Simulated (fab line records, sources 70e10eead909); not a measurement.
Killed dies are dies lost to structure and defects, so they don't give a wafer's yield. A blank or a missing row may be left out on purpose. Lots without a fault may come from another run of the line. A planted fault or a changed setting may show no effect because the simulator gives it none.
One fault seen from 2 desks | flow nand_harc | each desk has only its own numbers; what lay behind them comes last

THE TOOL OWNER'S DESK: ald_hk-02
The tool's own readings at NHARC_A_CHANNEL_FILL_D2_ALD_25 (deposits SiOx, target thk 60 nm, pulse time 10 s, ald cycles 600): means of the sampled wafers that have a number, for each lot that ran on this tool. A lot is out of limits, marked OUT, if its mean lies more than 4 standard deviations from the usual mean; the brackets give that distance.
Columns: A = heater_power_w at NHARC_A_CHANNEL_FILL_D2_ALD_25, usual 471 W; B = precursor_pulse_height_rel at NHARC_A_CHANNEL_FILL_D2_ALD_25, usual 1.002
lot  | first seen here | A   | B
L920 | day 15 10:07    | 493 | 1.014
L925 | day 17 09:27    | 461 | 1.005
L931 | day 19 14:29    | 443 | 0.992
L939 | day 23 16:49    | 463 | 1.007
This desk's finding: nothing out of limits on any of the 4 lots.

THE METROLOGY DESK
What the gauges read, lot by lot, whatever tool the lot ran on: means of the sampled wafers that have a number. A lot is out of limits, marked OUT, if its mean lies more than 4 standard deviations from the usual mean; the brackets give that distance.
Columns: A = cd_nm at NHARC_A_CHANNEL_HOLE_D2_CD_MEAS_31, usual 90.5 nm
lot  | first seen here | A
L921 | day 13 22:16    | 91.2
L920 | day 13 22:24    | 89.4
L923 | day 14 15:20    | 89.0
L924 | day 15 10:05    | 89.7
L925 | day 15 10:58    | 92.2
L931 | day 18 02:36    | 92.0
L937 | day 20 03:51    | 91.5
L938 | day 20 19:56    | 91.8
L940 | day 21 22:53    | 90.2
L941 | day 22 00:27    | 91.7
L939 | day 22 03:03    | 91.6
L942 | day 22 14:37    | 89.8
L943 | day 23 05:59    | 89.3
This desk's finding: nothing out of limits on any of the 13 lots.

PUT TOGETHER
The tool owner's desk saw nothing out of limits.
The metrology desk saw nothing out of limits.

WHAT THE SIMULATOR HAD PUT IN
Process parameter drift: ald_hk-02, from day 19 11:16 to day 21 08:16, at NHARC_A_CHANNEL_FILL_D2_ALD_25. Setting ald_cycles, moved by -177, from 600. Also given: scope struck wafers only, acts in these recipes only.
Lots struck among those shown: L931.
